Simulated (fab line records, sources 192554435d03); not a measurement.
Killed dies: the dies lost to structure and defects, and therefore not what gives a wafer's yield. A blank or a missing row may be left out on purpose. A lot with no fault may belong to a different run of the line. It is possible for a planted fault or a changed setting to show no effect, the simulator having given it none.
The tool behind it: which one? | flow n5 finfet | 26 wafers from 9 lots sampled at 5 of the route's 1938 steps

WHAT THE GAUGES SHOWED, per wafer
N5_MOL_CONTACT_COAG_CD_MEAS_99: the cd target is 17.2 nm.
lot  | measured     | on        | cd nm (nm)
L951 | day 4 20:54  | cd sem-01 | 16.2 17.6 17.0
L957 | day 6 08:30  | cd sem-01 | 17.9 17.6 17.0
L959 | day 6 17:37  | cd sem-03 | 16.3 17.2 17.3
L964 | day 7 20:28  | cd sem-03 | 17.1 17.1 17.6
L967 | day 8 18:01  | cd sem-03 | 17.3 17.7 16.6
L970 | day 9 09:15  | cd sem-02 | 17.4 16.9 17.7
L971 | day 9 15:32  | cd sem-03 | 16.6 16.8
L972 | day 10 00:15 | cd sem-03 | 17.9 17.1 17.4
L974 | day 10 10:45 | cd sem-03 | 17.6 16.4 17.1

N5_BEOL_M4_RC_MEAS_101.
lot  | measured     | on        | DIBL_N (mV/V)  | DIBL_P (mV/V)  | IOFF_N (nA/um) | IOFF_P (nA/um) | ION_N (uA/um) | ION_P (uA/um) | SS_N (mV/dec)  | SS_P (mV/dec)  | VT_N (mV)   | VT_P (mV)
L951 | day 9 21:41  | prober-01 | 34.6 36.1 36.3 | 35.2 38.3 37.0 | 0.14 0.16 0.15 | 0.17 0.23 0.20 | 671 682 672   | 456 465 457   | 70.7 71.6 71.6 | 72.3 73.7 73.0 | 253 247 250 | -252.2 -250.2 -252.8
L957 | day 10 03:37 | prober-02 | 37.1 33.7 34.2 | 37.6 33.6 33.7 | 0.19 0.13 0.14 | 0.25 0.19 0.19 | 682 674 671   | 470 470 470   | 72.1 70.5 71.0 | 74.1 72.3 72.5 | 244 250 249 | -246.7 -251.4 -250.2
L959 | day 10 12:25 | prober-01 | 39.4 36.6 35.0 | 39.5 37.6 34.7 | 0.23 0.17 0.14 | 0.27 0.23 0.19 | 697 697 688   | 471 482 474   | 72.8 71.2 71.7 | 74.3 74.0 73.3 | 242 247 248 | -245.8 -247.9 -250.9
L964 | day 12 22:55 | prober-02 | 33.3 35.7 37.1 | 30.8 33.8 35.7 | 0.14 0.18 0.20 | 0.19 0.24 0.27 | 660 678 709   | 459 474 488   | 71.3 71.8 71.4 | 72.0 73.0 73.6 | 252 246 245 | -249.0 -246.6 -243.7
L967 | day 13 07:41 | prober-01 | 37.4 38.9 36.1 | 38.4 39.7 36.4 | 0.19 0.24 0.17 | 0.25 0.29 0.22 | 677 692 676   | 463 469 465   | 71.4 72.0 71.7 | 74.8 74.4 73.8 | 246 243 249 | -245.6 -246.7 -247.4
L970 | day 15 16:10 | prober-01 | 37.1 36.6 38.4 | 35.5 34.8 37.9 | 0.17 0.16 0.21 | 0.25 0.24 0.29 | 677 701 707   | 473 484 489   | 72.8 72.0 72.0 | 73.9 74.0 74.2 | 250 245 246 | -244.3 -246.2 -245.7
L971 | day 15 09:31 | prober-02 | 36.8 35.5      | 36.7 34.5      | 0.18 0.15      | 0.25 0.21      | 694 689       | 483 476       | 71.5 70.9      | 73.7 73.3      | 249 252     | -247.9 -248.4
L972 | day 15 20:26 | prober-02 | 33.8 36.8 36.8 | 34.9 37.7 37.2 | 0.16 0.21 0.22 | 0.20 0.24 0.24 | 699 699 698   | 479 474 472   | 70.9 71.7 71.5 | 73.0 74.2 73.2 | 246 246 242 | -250.3 -246.6 -250.8
L974 | day 16 15:31 | prober-02 | 34.3 34.5 34.6 | 33.4 34.6 34.5 | 0.14 0.14 0.14 | 0.17 0.18 0.18 | 669 678 672   | 459 469 456   | 71.1 70.5 71.4 | 72.8 73.0 72.8 | 250 250 250 | -252.5 -248.1 -248.1

EACH LOT AND THE TOOL THAT RAN IT (in order: tool; ch and the chambers of the sampled wafers; start)
lot  | N5_MOL_CONTACT_COAG_ETCH_59        | N5_MOL_CONTACT_COAG_ETCH_15        | N5_MOL_CONTACT_COAG_SPUTTER_143
L951 | rie diel-02 ch 0,2,3, day 4 20:32  | rie diel-02 ch 0,2,3, day 4 20:43  | pvd sputter-02, day 4 22:43
L957 | rie diel-02 ch 0,1, day 6 08:08    | rie diel-02 ch 0,1, day 6 08:19    | pvd sputter-02, day 6 11:17
L959 | rie diel-02 ch 2,3, day 6 17:15    | rie diel-02 ch 2,3, day 6 17:26    | pvd sputter-02, day 6 18:51
L964 | rie diel-02 ch 2,3, day 7 20:06    | rie diel-02 ch 2,3, day 7 20:17    | pvd sputter-01, day 7 22:31
L967 | rie diel-02 ch 0,1,2, day 8 17:39  | rie diel-02 ch 0,1,2, day 8 17:50  | pvd sputter-02, day 8 20:29
L970 | rie diel-03 ch 1,2, day 9 08:53    | rie diel-03 ch 1,2, day 9 09:04    | pvd sputter-02, day 9 13:34
L971 | rie diel-03 ch 0,2, day 9 15:10    | rie diel-03 ch 0,2, day 9 15:21    | pvd sputter-02, day 9 17:31
L972 | rie diel-04 ch 0,3, day 9 23:53    | rie diel-04 ch 0,3, day 10 00:04   | pvd sputter-01, day 10 02:42
L974 | rie diel-04 ch 0,1,3, day 10 10:23 | rie diel-04 ch 0,1,3, day 10 10:34 | pvd sputter-02, day 10 13:50
- N5_MOL_CONTACT_COAG_ETCH_59: etches underlayer in N2/H2, target depth 13 nm, time 10.4 s.
- N5_MOL_CONTACT_COAG_ETCH_15: etches SiNx in CH3F/O2, stops on Si:P, target depth 7 nm.
- N5_MOL_CONTACT_COAG_SPUTTER_143: material Co, target thk 2.5 nm.

WHAT THE TOOLS THEMSELVES READ (means of the sampled wafers that have a number; where no wafer has one, the mark that the record gives instead)
N5_MOL_CONTACT_COAG_ETCH_59.
lot  | tool        | drypump motor current A (A) | etch rf on time s (s) | oes product au (a.u.) | rf vpp V (V) | showerhead plenum p Torr (Torr) | throttle valve pct (%)
L951 | rie diel-02 | 6.19                        | 10.5                  | 0.68                  | 523.5        | 2.52                            | 17.66
L957 | rie diel-02 | 6.29                        | 10.5                  | 0.63                  | 520.7        | 2.42                            | 17.92
L959 | rie diel-02 | 6.13                        | 10.1                  | 0.71                  | 522.0        | 2.50                            | 17.49
L964 | rie diel-02 | 6.18                        | 10.0                  | 0.70                  | 521.9        | 2.49                            | 17.51
L967 | rie diel-02 | 6.27                        | 10.4                  | 0.72                  | 524.0        | 2.53                            | 17.60
L970 | rie diel-03 | 5.99                        | 10.8                  | 0.62                  | 521.2        | 2.44                            | 18.17
L971 | rie diel-03 | 5.75                        | 10.5                  | 0.65                  | 522.8        | 2.48                            | 17.87
L972 | rie diel-04 | 6.07                        | 10.5                  | 0.60                  | 519.7        | 2.42                            | 17.85
L974 | rie diel-04 | 6.07                        | 10.5                  | 0.62                  | 520.3        | 2.42                            | 17.95

N5_MOL_CONTACT_COAG_ETCH_15.
lot  | tool        | drypump motor current A (A) | oes product au (a.u.) | rf vpp V (V) | showerhead plenum p Torr (Torr) | throttle valve pct (%)
L951 | rie diel-02 | 6.18                        | 0.58                  | 295          | 1.99                            | 16.21
L957 | rie diel-02 | 6.30                        | 0.54                  | 299          | 1.92                            | 16.50
L959 | rie diel-02 | 6.14                        | 0.60                  | 300          | 1.97                            | 16.09
L964 | rie diel-02 | 6.14                        | 0.53                  | 301          | 1.97                            | 16.10
L967 | rie diel-02 | 6.26                        | 0.59                  | 300          | 2.01                            | 16.17
L970 | rie diel-03 | 5.97                        | 0.55                  | 295          | 1.90                            | 16.48
L971 | rie diel-03 | 5.76                        | 0.55                  | 294          | 1.96                            | 16.47
L972 | rie diel-04 | 6.03                        | 0.52                  | 291          | 1.91                            | 16.47
L974 | rie diel-04 | 6.05                        | 0.54                  | 291          | 1.92                            | 16.47

N5_MOL_CONTACT_COAG_SPUTTER_143.
lot  | tool           | throttle valve pct (%)
L951 | pvd sputter-02 | 29.8
L957 | pvd sputter-02 | 29.2
L959 | pvd sputter-02 | 29.3
L964 | pvd sputter-01 | 29.4
L967 | pvd sputter-02 | 29.3
L970 | pvd sputter-02 | 29.7
L971 | pvd sputter-02 | 30.1
L972 | pvd sputter-01 | 29.5
L974 | pvd sputter-02 | 29.8

THE ANSWER, worked out from the rows above alone
Rule: what is usual is taken from the lots themselves. Put in order of their means at a reading, lots are off if they are a third of the lots or fewer, leave a main group of 4 or more, and stand apart from it by a gap of 3 or more times the standard deviation of the main group's means; of several such gaps the widest counts. A main group whose means are all the same, to the digits that the tables above print for the reading, isn't used. A lot without any number at a reading at which 4 lots or more have one is off too. All remaining lots with rows at the step are treated as sound. After the gauges, taken in route order, come the tools' own readings; for these a lot's mean is taken, as printed above. The first step at which some lot is off is used, and at that step the reading that is off furthest; a lot without a number counts as furthest.
None of the lots is off at any reading shown; this tells nothing.

WHAT THE SIMULATOR HAD INSERTED
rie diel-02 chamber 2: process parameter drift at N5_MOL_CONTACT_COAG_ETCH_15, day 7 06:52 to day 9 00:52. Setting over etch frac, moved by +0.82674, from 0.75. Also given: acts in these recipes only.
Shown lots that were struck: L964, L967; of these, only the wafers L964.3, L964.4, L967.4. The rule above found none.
